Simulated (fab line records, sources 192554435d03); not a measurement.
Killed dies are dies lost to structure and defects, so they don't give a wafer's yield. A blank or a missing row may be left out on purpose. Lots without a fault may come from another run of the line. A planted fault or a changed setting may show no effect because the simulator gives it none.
Which tool did it? | flow n5_finfet | 11 lots, 32 wafers sampled, at 5 steps of a route of 1938

WHAT THE GAUGES READ, wafer by wafer
The record holds no reading of a measuring or inspecting step that can be judged against a usual standard deviation.

WHICH TOOL RAN EACH LOT (tool, then ch and the chambers of the sampled wafers, then the start)
lot  | N5_BEOL_M7_HM_STRIP_39              | N5_PASSIVATION_ETCH_15                        | N5_PASSIVATION_AL_ETCH_33         | N5_PASSIVATION_ETCH_59            | N5_PASSIVATION_PROBE_49
L116 | wet_bench-06 ch 1,2,7, day 9 07:34  | rie_diel-05 ch 1,2, day 11 23:34 or earlier   | rie_metal-01 ch 0,1, day 11 23:34 | rie_metal-01 ch 0,1, day 11 23:52 | prober-02, day 12 04:23
L119 | wet_bench-05 ch 2,4,7, day 10 04:56 | rie_diel-03 ch 1,2,3, day 13 08:05 or earlier | rie_metal-03 ch 0,1, day 13 08:05 | rie_metal-03 ch 0,1, day 13 08:29 | prober-01, day 13 12:47
L121 | wet_bench-05 ch 1,4,6, day 11 00:59 | rie_diel-03 ch 2,3, day 15 20:02 or earlier   | rie_metal-01 ch 0, day 15 20:02   | rie_metal-01 ch 0, day 15 20:26   | prober-02, day 16 01:39
L123 | wet_bench-06 ch 1,2,3, day 11 03:38 | rie_diel-05 ch 1,3, day 14 13:59 or earlier   | rie_metal-02 ch 0,1, day 14 13:59 | rie_metal-02 ch 0,1, day 14 14:23 | prober-02, day 14 18:49
L122 | wet_bench-06 ch 2,3,6, day 11 04:04 | rie_diel-03 ch 0,1,2, day 14 20:56 or earlier | rie_metal-02 ch 0,1, day 14 20:56 | rie_metal-02 ch 0,1, day 14 21:20 | prober-02, day 15 01:48
L127 | wet_bench-05 ch 0,6,7, day 12 19:20 | rie_diel-05 ch 0,1, day 16 11:53 or earlier   | rie_metal-03 ch 0,1, day 16 11:53 | rie_metal-03 ch 0,1, day 16 12:17 | prober-02, day 16 16:53
L128 | wet_bench-05 ch 3,5,7, day 12 19:44 | rie_diel-06 ch 1,2,3, day 17 00:13 or earlier | rie_metal-01 ch 0,1, day 17 00:13 | rie_metal-01 ch 0,1, day 17 00:37 | prober-01, day 17 06:18
L131 | wet_bench-06 ch 4,6, day 13 14:22   | rie_diel-03 ch 1,2, day 17 08:37 or earlier   | rie_metal-03 ch 0,1, day 17 08:37 | rie_metal-03 ch 0,1, day 17 08:55 | prober-01, day 17 13:35
L132 | wet_bench-06 ch 5,6,7, day 13 16:47 | rie_diel-03 ch 0,2, day 17 08:58 or earlier   | rie_metal-01 ch 0,1, day 17 08:58 | rie_metal-01 ch 0,1, day 17 09:22 | prober-02, day 17 15:27
L135 | wet_bench-02 ch 3,4,5, day 13 19:35 | rie_diel-06 ch 1,2, day 17 12:01 or earlier   | rie_metal-03 ch 0,1, day 17 12:01 | rie_metal-03 ch 0,1, day 17 12:25 | prober-01, day 17 17:07
L137 | wet_bench-05 ch 2,5,7, day 15 17:57 | rie_diel-05 ch 1,2,3, day 18 22:41 or earlier | rie_metal-02 ch 0,1, day 18 22:41 | rie_metal-02 ch 0,1, day 18 23:05 | prober-01, day 19 03:25
- N5_BEOL_M7_HM_STRIP_39: strips TiN in peroxide tin strip, target depth 25 nm, time 158 s.
- N5_PASSIVATION_ETCH_15: etches SiCN in CF4/N2, target depth 75 nm, time 81.2 s.
- N5_PASSIVATION_AL_ETCH_33: etches Al in Cl2/BCl3, stops on TaN, target depth 2800 nm, time 466.7 s.
- N5_PASSIVATION_ETCH_59: etches TaN in Cl2/BCl3, target depth 65 nm, time 34.9 s.
- N5_PASSIVATION_PROBE_49

WHAT THE TOOLS THEMSELVES READ (means of the sampled wafers that have a number; where no wafer has one, the mark that the record gives instead)
N5_PASSIVATION_ETCH_15. Usual: drypump_motor_current_A 5.77 A, standard deviation 0.26; mfc_ar_sccm 100.0 sccm, standard deviation 0.31; n2_flow_sccm 59.99 sccm, standard deviation 0.18; oes_product_au 0.78 a.u., standard deviation 0.078; rf_vpp_V 382.5 V, standard deviation 1.8; showerhead_plenum_p_Torr 2.22 Torr, standard deviation 0.068; throttle_valve_pct 15.41 %, standard deviation 0.24.
lot  | tool        | drypump_motor_current_A (A) | mfc_ar_sccm (sccm) | n2_flow_sccm (sccm) | oes_product_au (a.u.) | rf_vpp_V (V) | showerhead_plenum_p_Torr (Torr) | throttle_valve_pct (%) | flag
L116 | rie_diel-05 | 5.99                        | 100.2              | 59.95               | 0.68                  | 380.8        | 2.16                            | 15.84                  |
L119 | rie_diel-03 | 5.85                        | 100.0              | 60.08               | 0.75                  | 382.0        | 2.24                            | 15.35                  |
L121 | rie_diel-03 | 5.63                        | 100.1              | 59.97               | 0.80                  | 383.2        | 2.25                            | 15.38                  |
L123 | rie_diel-05 | 5.83                        | 100.0              | 60.05               | 0.74                  | 383.2        | 2.26                            | 15.70                  |
L122 | rie_diel-03 | 5.87                        | 99.9               | 60.06               | 0.78                  | 382.8        | 2.28                            | 15.28                  |
L127 | rie_diel-05 | 5.81                        | 100.2              | 60.06               | 0.90                  | 383.5        | 2.25                            | 15.25                  |
L128 | rie_diel-06 | 5.71                        | 100.3              | 59.95               | 0.76                  | 381.8        | 2.19                            | 15.46                  |
L131 | rie_diel-03 | 6.05                        | 99.6               | 60.23               | 0.74                  | 384.6        | 2.29                            | 15.26                  |
L132 | rie_diel-03 | 5.65                        | 100.1              | 60.06               | 0.81                  | 383.2        | 2.26                            | 15.35                  |
L135 | rie_diel-06 | 5.67                        | 100.1              | 60.22               | 0.73                  | 382.7        | 2.21                            | 15.66                  |
L137 | rie_diel-05 | 5.86                        | 99.8               | 59.86               | 0.87                  | 383.8        | 2.28                            | 15.42                  |

N5_PASSIVATION_AL_ETCH_33. Usual: drypump_motor_current_A 5.9 A, standard deviation 0.33; oes_product_au 0.75 a.u., standard deviation 0.076; throttle_valve_pct 34.28 %, standard deviation 0.2.
lot  | tool         | drypump_motor_current_A (A) | oes_product_au (a.u.) | throttle_valve_pct (%) | flag
L116 | rie_metal-01 | 6.1                         | 0.68                  | 34.18                  |
L119 | rie_metal-03 | 5.4                         | 0.74                  | 34.29                  |
L121 | rie_metal-01 | 6.3                         | 0.66                  | 34.09                  |
L123 | rie_metal-02 | 6.0                         | 0.86                  | 34.27                  |
L122 | rie_metal-02 | 6.1                         | 0.83                  | 34.17                  |
L127 | rie_metal-03 | 5.5                         | 0.72                  | 34.30                  |
L128 | rie_metal-01 | 5.9                         | 0.67                  | 34.30                  |
L131 | rie_metal-03 | 5.4                         | 0.73                  | 34.34                  |
L132 | rie_metal-01 | 5.9                         | 0.66                  | 34.35                  |
L135 | rie_metal-03 | 5.5                         | 0.72                  | 34.44                  |
L137 | rie_metal-02 | 6.0                         | 0.80                  | 34.32                  |

N5_PASSIVATION_ETCH_59. Usual: drypump_motor_current_A 5.9 A, standard deviation 0.33; oes_product_au 0.81 a.u., standard deviation 0.075; throttle_valve_pct 21.08 %, standard deviation 0.11.
lot  | tool         | drypump_motor_current_A (A) | oes_product_au (a.u.) | throttle_valve_pct (%) | flag
L116 | rie_metal-01 | 6.1                         | 0.75                  | 21.01                  |
L119 | rie_metal-03 | 5.4                         | 0.82                  | 21.10                  |
L121 | rie_metal-01 | 6.3                         | 0.74                  | 20.96                  |
L123 | rie_metal-02 | 6.0                         | 0.92                  | 21.07                  |
L122 | rie_metal-02 | 6.1                         | 0.89                  | 21.03                  |
L127 | rie_metal-03 | 5.4                         | 0.80                  | 21.13                  |
L128 | rie_metal-01 | 5.9                         | 0.73                  | 21.11                  |
L131 | rie_metal-03 | 5.5                         | 0.80                  | 21.14                  |
L132 | rie_metal-01 | 5.9                         | 0.73                  | 21.13                  |
L135 | rie_metal-03 | 5.5                         | 0.82                  | 21.19                  |
L137 | rie_metal-02 | 6.0                         | 0.86                  | 21.10                  |

N5_PASSIVATION_PROBE_49. Usual: defect_limited_yield 91.5 %, standard deviation 1.5; killed_at_M0_to_M3 33, standard deviation 10; killed_at_M4_up 15, standard deviation 6.4; killed_at_contacts 12, standard deviation 5.4; killed_at_front_end 38, standard deviation 9.8; killed_at_other 4, standard deviation 3.1; killed_dies 101, standard deviation 18; killed_on_rim 13, standard deviation 3.9; killed_open 67, standard deviation 14; killed_short 33, standard deviation 7.9; sort_bin_5_function 5.0 %, standard deviation 1; sort_bin_6_memory 3.2 %, standard deviation 0.67; sort_n_pass 1079, standard deviation 18; sort_yield_pct 91.5 %, standard deviation 1.5.
lot  | tool      | defect_limited_yield (%) | killed_at_M0_to_M3 | killed_at_M4_up | killed_at_contacts | killed_at_front_end | killed_at_other | killed_dies | killed_on_rim | killed_open | killed_short | sort_bin_5_function (%) | sort_bin_6_memory (%) | sort_n_pass | sort_yield_pct (%) | flag
L116 | prober-02 | 91.8                     | 32                 | 15              | 13                 | 37                  | 1               | 97          | 10            | 59          | 37           | 5.3                     | 2.6                   | 1083        | 91.8               |
L119 | prober-01 | 91.0                     | 29                 | 12              | 20                 | 44                  | 1               | 106         | 17            | 77          | 28           | 5.3                     | 3.5                   | 1074        | 91.0               |
L121 | prober-02 | 90.4                     | 52                 | 10              | 15                 | 34                  | 2               | 113         | 15            | 73          | 39           | 6.0                     | 3.4                   | 1067        | 90.4               |
L123 | prober-02 | 87.9                     | 42                 | 31              | 15                 | 51                  | 3               | 143         | 18            | 101         | 40           | 7.3                     | 4.4                   | 1037        | 87.9               |
L122 | prober-02 | 90.8                     | 31                 | 25              | 11                 | 38                  | 4               | 109         | 14            | 77          | 30           | 5.8                     | 3.1                   | 1071        | 90.8               |
L127 | prober-02 | 92.1                     | 25                 | 13              | 12                 | 39                  | 4               | 93          | 13            | 60          | 32           | 4.1                     | 3.4                   | 1087        | 92.1               |
L128 | prober-01 | 91.8                     | 30                 | 15              | 10                 | 37                  | 5               | 97          | 14            | 61          | 36           | 4.9                     | 3.1                   | 1083        | 91.8               |
L131 | prober-01 | 83.9                     | 20                 | 128             | 8                  | 30                  | 3               | 190         | 19            | 46          | 26           | 9.9                     | 3.1                   | 990         | 83.9               | OFF
L132 | prober-02 | 80.9                     | 35                 | 121             | 14                 | 49                  | 7               | 226         | 28            | 76          | 39           | 11.9                    | 4.6                   | 954         | 80.9               | OFF
L135 | prober-01 | 91.3                     | 30                 | 16              | 10                 | 39                  | 8               | 103         | 13            | 70          | 32           | 4.9                     | 3.5                   | 1077        | 91.3               |
L137 | prober-01 | 92.1                     | 38                 | 16              | 7                  | 30                  | 3               | 93          | 9             | 61          | 31           | 4.7                     | 3.0                   | 1087        | 92.1               |

THE ANSWER, worked out from the rows above alone
Rule: a lot is off if the mean of its wafers that have a number lies more than 3 standard deviations from the usual mean. A lot without any number at a reading at which 4 lots or more have one is off too. The other lots that the step has rows for count as sound. The gauges are gone through in route order, then the tools' own readings, and for those a lot's mean is taken as printed above. The first step at which some lot is off is used, and at that step the reading that is off furthest; a lot without a number counts as furthest.
Off: L131, L132, at N5_PASSIVATION_PROBE_49 (killed_at_M4_up).
A tool fits if, at that step or a process step before it, it ran every lot that is off, and no sound lot after the first of them. N5_PASSIVATION_ETCH_15 gives no start for some lots, so the hours and the order of its lots are those of N5_PASSIVATION_AL_ETCH_33. Can't be told from this: 2 tools fit, wet_bench-06 at N5_BEOL_M7_HM_STRIP_39, rie_diel-03 at N5_PASSIVATION_ETCH_15.

WHAT THE SIMULATOR HAD PUT IN
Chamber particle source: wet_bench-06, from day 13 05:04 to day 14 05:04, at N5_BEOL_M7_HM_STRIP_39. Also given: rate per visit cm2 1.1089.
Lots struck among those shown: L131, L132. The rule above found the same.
